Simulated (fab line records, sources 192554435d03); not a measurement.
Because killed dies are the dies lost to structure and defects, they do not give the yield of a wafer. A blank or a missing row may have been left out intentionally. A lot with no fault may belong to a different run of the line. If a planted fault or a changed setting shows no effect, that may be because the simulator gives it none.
Chamber matching -- flow n5Finfet -- 3 sister chambers for N5_BEOL_M7_CURE_74 on uvCure-02
The step cures SiCOH lowk, time 240 s. 3 wafers are shown with their chamber, then 10 later ones without.

WAFERS WITH THEIR CHAMBER
wafer,chamber,wafer_temp_C_max
L080.5,0,386.4
L085.6,2,386.9
L086.3,1,386.3

WAFERS WHOSE CHAMBER IS MISSING
wafer,wafer_temp_C_max
L086.4,386.7
L091.2,386.2
L091.4,386.3
L091.5,385.8
L092.1,387.1
L092.2,387.0
L092.3,387.8
L094.2,386.9
L094.3,386.2
L094.4,386.4

WHICH CHAMBER EACH WENT THROUGH
wafer,from the rows above,in truth
L086.4,can't be placed: 2 or 0 or 1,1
L091.2,can't be placed: 1 or 0 or 2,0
L091.4,can't be placed: 1 or 0 or 2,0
L091.5,can't be placed: 1 or 0 or 2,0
L092.1,can't be placed: 2 or 0 or 1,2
L092.2,can't be placed: 2 or 0 or 1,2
L092.3,can't be placed: 2 or 0 or 1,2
L094.2,can't be placed: 2 or 0 or 1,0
L094.3,can't be placed: 1 or 0 or 2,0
L094.4,can't be placed: 0 or 1 or 2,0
Placed correctly: 0 of 10. From these rows, 10 cannot be placed; in 10 the true chamber is one of the candidates. 0 placed wrongly.
How it was worked out, from the rows above alone: a wafer's distance from a chamber is the root of the sum, over the readings, of the square of ((its reading less the chamber's mean) divided by the reading's scatter). If the next closest chamber is less than 2 further off than the closest, the wafer can't be placed; otherwise it belongs to the closest. A chamber's mean is the mean of its shown wafers. The scatter (one wafer shown for each chamber): square how far every hidden wafer sits from the nearest shown wafer, average those squares and take the square root.
